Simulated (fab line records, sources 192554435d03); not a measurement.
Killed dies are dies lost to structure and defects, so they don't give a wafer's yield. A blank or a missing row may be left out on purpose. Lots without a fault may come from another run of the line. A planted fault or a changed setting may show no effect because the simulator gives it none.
fab line records | flow n5_finfet
record lots=3 wafers=9 last_day=18
route steps=1938 shown BEOL_M4@1099 BEOL_M5@1112 BEOL_M7@1263 PASSIVATION@1936
lots that met no fault: from a run of the same line without faults
start_h: hours from the record's first day to the start of the lot's first wafer shown | wait_h: hours since the lot's step before | " the same as in the row above | L1.1+2: a row that stands for several wafers | - no value, or no start given | * or withheld: withheld | < > ~ a bound
route shown NAME@n: a module of which the file shows steps, and the number in the route of the first | usual: mean/standard deviation of fault-free wafers | same: alike in all rows | chamber/n: place in a boat | sites: the reading at each site | _std_site: their standard deviation | _edge_site: outer sites' mean less inner sites' | radius_mm: how far each site lies from the wafer's centre | mask NAME#n: copy n | behind: the tool/chamber that last shaped the wafer | hold: why the lot was held/for how many hours/how that ended | device: the transistor (n, p or np) that didn't switch | end of line: the same wafers' tests at the end of the route | a step without rows: its recipe alone | killed: dies lost to structure and defects at the first sort, not the wafer's yield | map: a wafer's dies, x killed, . not, _ none there
set.NAME: the setting as run; set.NAME@STEP: as run at that earlier step | model.NAME: the simulator's own value behind a step, which no gauge read
lots at some steps of the route; a table a step, a row a wafer
services: from which hour (start_h, from the record's first day; less than 0 if before it) a tool's chamber was out of use, for how many hours, and why
## steps
# step N5_BEOL_M4_ANNEAL_95
# recipe temp_c=400 time_s=240 ambient=vacuum
# step N5_BEOL_M4_SPUTTER_96
# recipe material=Cu target_thk_a=45 temp_c=-20 chamber_pressure_pa=0.07 power_w=withheld time_s=8.29
# step N5_BEOL_M4_ECD_50
# recipe material=Cu target_thk_a=3000
# step N5_BEOL_M4_ANNEAL_51
# recipe temp_c=225 time_s=90 ambient=N2
# step N5_BEOL_M4_CMP_52
# recipe stop_on=SiOC t_overpolish_s=6.8 down_force_psi=1 platen_rpm=50 clearing_platen_down_force_psi=1.5 clearing_platen_rpm=50 post_cmp_clean=cu_alkaline target_thk_nm=40 clearing_platen_pad_velocity_m_s=0.99484 pad_velocity_m_s=0.99484
# step N5_BEOL_M4_PRE_CLEAN_60
# recipe gas=NH3/H2 time_s=15 temp_c=* rf_power_w=300
# step N5_BEOL_M4_CO_CAP_55
# recipe material=Co target_thk_a=20 temp_c=200 precursor=CCTBA/H2 pressure_torr=30 time_s=102.1
# step N5_BEOL_M4_PRE_CLEAN_56
# recipe gas=NH3 time_s=15 temp_c=withheld rf_power_w=300
# step N5_BEOL_M4_DEP_57
# recipe material=SiCN target_thk_a=80 temp_c=withheld precursor=3MS/NH3 pressure_torr=3 rf_w=202 time_s=14
# step N5_BEOL_M4_RC_MEAS_101
# usual DIBL_N=36.3/1.2 DIBL_P=36.3/1.4 IOFF_N=0.160/0.02 IOFF_P=0.210/0.025 ION_N=675/9.5 ION_P=462/7 SS_N=71.5/0.53 SS_P=73.4/0.55 VT_N=249.5/2.6 VT_P=-250.1/2.9
# columns lot.wafer tool chamber start_h wait_h DIBL_N[mV/V] DIBL_P[mV/V] IOFF_N[nA/um] IOFF_P[nA/um] ION_N[uA/um] ION_P[uA/um] SS_N[mV/dec] SS_P[mV/dec] VT_N[mV] VT_P[mV]
L428.1 prober-01 0 195.39 0.0 35.0 35.3 0.150 0.209 678 459 72.3 73.5 250.5 -252.0
L428.4 " 0 " " 34.1 34.4 0.142 0.201 672 465 71.1 72.3 250.3 -247.2
L428.6 " 0 " " 34.8 35.4 0.149 0.209 670 461 71.4 73.3 252.1 -248.5
L437.1 prober-02 0 247.75 0.0 35.8 35.6 0.148 0.217 670 466 71.9 72.8 251.2 -247.0
L437.3 " 0 " " 35.3 35.3 0.147 0.226 661 465 72.0 73.2 248.9 -248.3
L437.4 " 0 " " 37.4 37.4 0.188 0.253 670 466 72.8 73.0 244.6 -247.5
L443.3 prober-01 0 317.53 0.3 34.9 35.9 0.144 0.179 679 466 71.6 72.7 252.2 -254.4
L443.4 " 0 " " 37.2 38.5 0.188 0.213 680 461 71.4 73.2 248.3 -250.6
L443.5 " 0 " " 36.2 36.9 0.161 0.192 680 462 71.5 73.6 250.7 -250.8
# step N5_BEOL_M5_ILD_DEP_00
# recipe material=SiCOH_lowk target_thk_a=1406.4 temp_c=300 precursor=DEMS/porogen pressure_torr=5 rf_w=500 time_s=25.9
# step N5_BEOL_M5_CURE_79
# recipe temp_c=385 time_s=240 ambient=He/Ar material=SiCOH_lowk
# step N5_BEOL_M5_PECVD_70
# recipe material=SiO2 target_thk_a=160 temp_c=400 precursor=TEOS/O2 pressure_torr=5.5 rf_w=450 teos_flow_sccm=53.8 gas=O2 flow_sccm=3000 time_s=18
# step N5_BEOL_M5_HM_DEP_02
# recipe material=TiN target_thk_a=200 temp_c=25 chamber_pressure_pa=0.49996
# step N5_BEOL_M5_COAT_59
# recipe resist=SOC temp_c=250 time_s=60 spin_rpm=1500 resist_thk_nm=60
# step N5_BEOL_M5_COAT_60
# recipe resist=SiARC temp_c=220 time_s=60 spin_rpm=1500 resist_thk_nm=12
# step N5_BEOL_M5_COAT_71
# recipe resist=underlayer temp_c=205 time_s=60 spin_rpm=1500 resist_thk_nm=5
# step N5_BEOL_M5_COAT_05
# recipe resist=CAR-EUV spin_rpm=1500 resist_thk_nm=30
# step N5_BEOL_M5_EBR_07
# recipe solvent=PGMEA ebr_width_mm=1.5
# step N5_BEOL_M5_SOFTBAKE_06
# recipe temp_c=110 time_s=60 resist=CAR-EUV
# step N5_BEOL_M5_EXPOSE_08
# recipe mask_id=M5 na=0.33 source_shape=annular sigma_inner=0.4 sigma_outer=0.8 polarization=unpolarized target_cd_nm=28 dose_mj=35.75
# step N5_BEOL_M5_PEB_09
# recipe peb_temp_c=100 peb_time_s=60 resist=CAR-EUV
# step N5_BEOL_M5_DEVELOP_10
# recipe develop_time_s=30 developer=TMAH resist=CAR-EUV rinse_liquid=surfactant_rinse dry=air_spin dev_temp_c=23
# step N5_BEOL_M5_DESCUM_16
# recipe chemistry=O2 time_s=7 source_power_w=50 bias_power_w=20 pressure_mtorr=20 rf_frequency_hz=2.712e+07 temp_c=40 resist=CAR-EUV o2_flow_sccm=225
# step N5_BEOL_M5_ETCH_72
# recipe chemistry=N2/H2 target=underlayer target_depth_a=65 mask_material=CAR-EUV time_s=5.2 ion_energy_ev=200 pressure_mtorr=30 source_w=840 bias_w=150 n2_flow_sccm=200 h2_flow_sccm=200 ends=cleared
# step N5_BEOL_M5_ETCH_61
# recipe chemistry=CF4 target=SiARC target_depth_a=156 mask_material=CAR-EUV time_s=26 ion_energy_ev=80 pressure_mtorr=40 source_w=545 bias_w=36 Ar_flow_sccm=100 cf4_flow_sccm=100 ends=cleared
# step N5_BEOL_M5_ETCH_62
# recipe chemistry=N2/H2 target=SOC target_depth_a=750 overetch_a=150 mask_material=SiARC temp_c=40 time_s=112.5 ion_energy_ev=200 pressure_mtorr=30 source_w=840 bias_w=150 n2_flow_sccm=200 h2_flow_sccm=200
# step N5_BEOL_M5_STRIP_63
# recipe chemistry=N2/H2 temp_c=40 n2_flow_sccm=200 h2_flow_sccm=200 rf_frequency_hz=6e+07
# step N5_BEOL_M5_STRIP_73
# recipe chemistry=N2/H2 temp_c=40 n2_flow_sccm=200 h2_flow_sccm=200 rf_frequency_hz=6e+07
# step N5_BEOL_M5_STRIP_64
# recipe chemistry=CF4 resist=SiARC power_w=300 bias_power_w=75 pressure_mtorr=50 cf4_flow_sccm=150 rf_frequency_hz=6e+07
# step N5_BEOL_M5_HM_OPEN_17
# recipe chemistry=Cl2/BCl3 target_depth_a=200 overetch_a=60 target=TiN mask_material=SOC ion_energy_ev=150 pressure_mtorr=10 icp_w=1000 bias_w=126 Cl2_flow_sccm=53.25 bcl3_flow_sccm=21.75 Ar_flow_sccm=25
# step N5_BEOL_M5_STRIP_19
# recipe chemistry=O2 power_w=400 temp_c=40 pressure_mtorr=30 rf_frequency_hz=6e+07 bias_power_w=0 overash_fraction=0.2 o2_flow_sccm=225
# step N5_BEOL_M5_COAT_65
# recipe resist=SOC temp_c=250 time_s=60 spin_rpm=1500 resist_thk_nm=60
# step N5_BEOL_M5_COAT_66
# recipe resist=SiARC temp_c=220 time_s=60 spin_rpm=1500 resist_thk_nm=12
# step N5_BEOL_M7_ILD_DEP_00
# recipe material=SiCOH_lowk target_thk_a=1797.5 temp_c=300 precursor=DEMS/porogen pressure_torr=5 rf_w=500 time_s=33.4
# usual chamber_pressure_Torr=4.998/0.011 heater_power_outer_w=145/41 heater_power_w=311/57 showerhead_plenum_p_Torr=5.741/0.012 throttle_valve_pct=13.9/0.96
# columns lot.wafer tool chamber start_h wait_h chamber_pressure_Torr heater_power_outer_w heater_power_w showerhead_plenum_p_Torr throttle_valve_pct
L428.1 pecvd-03 0 215.60 0.0 4.999 167 340 5.735 15.2
L428.4 " 1 " " 4.993 191 376 5.764 13.5
L428.6 " 0 " " 5.010 173 338 5.742 15.3
L437.1 pecvd-03 2 279.29 0.0 4.998 159 304 5.738 12.9
L437.3 " 2 " " 4.973 163 317 5.727 13.0
L437.4 " 1 " " 5.000 201 383 5.744 13.6
L443.3 pecvd-01 0 338.22 0.1 5.002 115 245 5.715 13.3
L443.4 " 2 " " 5.001 186 371 5.751 12.8
L443.5 " 2 " " 5.016 188 367 5.745 12.7
# step N5_BEOL_M7_THK_MEAS_01
# recipe reads=SiCOH_lowk_of_BEOL_M7_ILD_DEP_00
# usual M7_ILD_THK=155.0/2.4
# columns lot.wafer tool chamber start_h wait_h M7_ILD_THK[nm]
L428.1 film_metro-02 - 216.19 0.4 153.1
L428.4 " - " " 157.9
L428.6 " - " " 156.2
L437.1 film_metro-02 - 279.91 0.4 106.4
L437.3 " - " " 110.4
L437.4 " - " " 155.3
L443.3 film_metro-02 - 338.80 0.3 153.4
L443.4 " - " " 153.5
L443.5 " - " " 154.4
# step N5_PASSIVATION_PROBE_49
# usual defect_limited_yield=90.9/1.3 killed_at_M0_to_M3=36/11 killed_at_M4_up=13/5.1 killed_at_contacts=14/4.9 killed_at_front_end=41/10 killed_at_other=3.4/2.6 killed_dies=107/16 killed_on_rim=14/4 killed_open=70/11 killed_short=36/7.8 sort_bin_5_function=5.4/0.84 sort_bin_6_memory=3.4/0.67 sort_n_pass=1073/16 sort_yield_pct=90.9/1.3
# same gross_dies=1180 killed_at_back_side=0 sort_bin_4_leakage[%]=0 sort_bin_8_speed[%]=0
# columns lot.wafer tool chamber start_h wait_h defect_limited_yield[%] killed_at_M0_to_M3 killed_at_M4_up killed_at_contacts killed_at_front_end killed_at_other killed_dies killed_on_rim killed_open killed_short sort_bin_5_function[%] sort_bin_6_memory[%] sort_n_pass sort_yield_pct[%]
L437.1 prober-01 - 363.76 0.0 50.6 21 501 13 42 6 583 152 68 38 5.6 3.3 597 50.6
L437.3 prober-01 - 363.86 0.1 50.9 24 476 4 69 6 579 152 73 34 4.9 4.3 601 50.9
L443.3 prober-02 - 423.84 0.1 91.2 40 9 11 38 6 104 16 67 32 4.7 3.6 1076 91.2
# killed by level:class
L437.1 BEOL_M7:area_dep=474 BEOL_M4:geometric_particle:open=16 MOL_CONTACT_COAG:geometric_particle:open=11 FIN_SAQP:geometric_particle:short=8 FIN_SAQP:geometric_particle:open=7 BEOL_M3:geometric_particle:open=5 STARTING-WAFER:geometric_particle:open=5 BEOL_M2:geometric_particle:short=4
L437.3 BEOL_M7:area_dep=467 FIN_SAQP:geometric_particle:open=24 FIN_SAQP:geometric_particle:short=16 BEOL_M1:geometric_particle:open=8 STI_FIN_REVEAL:geometric_particle:open=7 BEOL_M3:geometric_particle:open=7 GATE_CUT:geometric_particle:short=4 BEOL_M4:geometric_particle:open=4
L443.3 BEOL_M0_SAQP:geometric_particle:open=13 BEOL_M0_SAQP:geometric_particle:short=12 MOL_CONTACT_COAG:geometric_particle:open=11 STI_FIN_REVEAL:geometric_particle:open=11 FIN_SAQP:geometric_particle:open=5 FIN_SAQP:geometric_particle:short=4 DUMMY_GATE:geometric_particle:open=4 BEOL_M0:geometric_particle:open=4
# map L437.1 (x killed, . not)
_________________xxxxxxxxxxxx________________
______________xxxxxxxxxxxxxxxxxx_____________
___________xxxxxxxxxxxxxxxxxxxxxxxx__________
__________xxxxxxxxxxxxxxxxxxxxxxxxxx_________
________xxxxxxxxxxx.......xxxxxxxxxxxx_______
_______xxxxxxxx...x........x.xxxxxxxxxx______
______xxxxxxxxx.................xxxxxxxx_____
_____xxxxxxx.x....................xxxxxxx____
____xxxxxxx..x..x....x.............xxxxxxx___
___xxxxxxx......x......x.............xxxxxx__
___xxxxxx...........x...x..x.........xxxxxx__
__xxxxxx.x..x..........x.......x.....xxxxxxx_
__xxxxxx.x............................xxxxxx_
_xxxxxx..........x...............x.....xxxxxx
_xxxxxxxx.....xx...x...x...x...........xxxxxx
_xxxxxx...x.........x..............x...xxxxxx
_xxxxxx.........x.......x..............xxxxxx
_xxxxxx....x...............x........x..xxxxxx
_xxxxxx..............x.x.....x..........xxxxx
_xxxxxx........x..............x........xxxxxx
_xxxxxx.................xx.x..........xxxxxxx
__xxxxxx.......x..x.................x..xxxxx_
__xxxxxxxx.......x..............x.....xxxxxx_
___xxxxxx............x.............x.xxxxxx__
___xxxxxxx..........................xxxxxxx__
____xxxxxxx.x........x......x....x..xxxxxx___
_____xxxxxxxx.....................xxxxxxx____
______xxxxxxx...........x....x..xxxxxxxx_____
_______xxxxxxxxxx.......x.....xxxxxxxxx______
________xxxxxxxxxxxx.......xxxxxxxxxxx_______
__________xxxxxxxxxxxxxxxxxxxxxxxxxx_________
___________xxxxxxxxxxxxxxxxxxxxxxxx__________
______________xxxxxxxxxxxxxxxxxx_____________
_________________xxxxxxxxxxxx________________
# map L428.1 (x killed, . not)
_________________.......x....________________
______________..xx.x.......xx..._____________
___________....x.xx....x...........__________
__________x...................x...x._________
________.....................x.x......_______
_______.......x....x..........x...x....______
______...x...x...........x.......x......_____
_____..............x.x.x.....x..........x____
____........xx.x.x........x..x....x....x..___
___.........x....x.......x....x.......xx.x.__
___......................x....x.....x......__
__......x......x.....x....x............x...._
__................x.x........xxx.....x..xxx._
_......................x....x................
_.........x.x................xx............x.
_.......x....x....x..x...............x...x.x.
_............x...x................x.x........
_...xx..............x........x...............
_............x..............x....x.......x..x
_x....x.....x.......x..x..xx.............xx..
_....x...........................x..x.x......
__...x.....x.........x...............x......_
__...............x........................x._
___.x.......................x.x..........x.__
___........................x.x.............__
____....x...x........x......x.......x...x.___
_____..........x................x....x...____
______.................................._____
_______.......x.......xx...x.......x...______
________..x............xx.xx.....x...._______
__________..............xx.........._________
___________x..........x............__________
______________........x........._____________
_________________.......xx...________________
## services
# columns tool chamber start_h hours kind
pecvd-01 0 216.34 2.1 scheduled_down
pecvd-01 2 250.90 5.5 scheduled_down
pecvd-03 1 271.19 2.1 repair
pecvd-01 1 276.93 5.8 repair
pecvd-03 0 276.97 8.1 repair
pecvd-01 1 338.02 2.1 scheduled_down
## key
first_sign step=N5_BEOL_M7_THK_MEAS_01 reading=M7_ILD_THK direction=down sigmas=19 usual=155.0 struck=108.4
effect step=N5_PASSIVATION_PROBE_49 reading=killed_at_M4_up direction=up sigmas=93 usual=13 struck=488
more_kills_born_at N5_BEOL_M7_ILD_DEP_00@pecvd-03=941
met_at N5_BEOL_M7_ILD_DEP_00
struck_wafers L437.1,L437.3
fault kind=site_profile_drift tool=pecvd-03 chamber=2 onset_h=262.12 steps=N5_BEOL_M7_ILD_DEP_00 basis=fraction max_abs_drift=0.53825 slope_share_per_hr=119.61 site_pattern=0,0,0,0,0,-1,-1,-1,-1
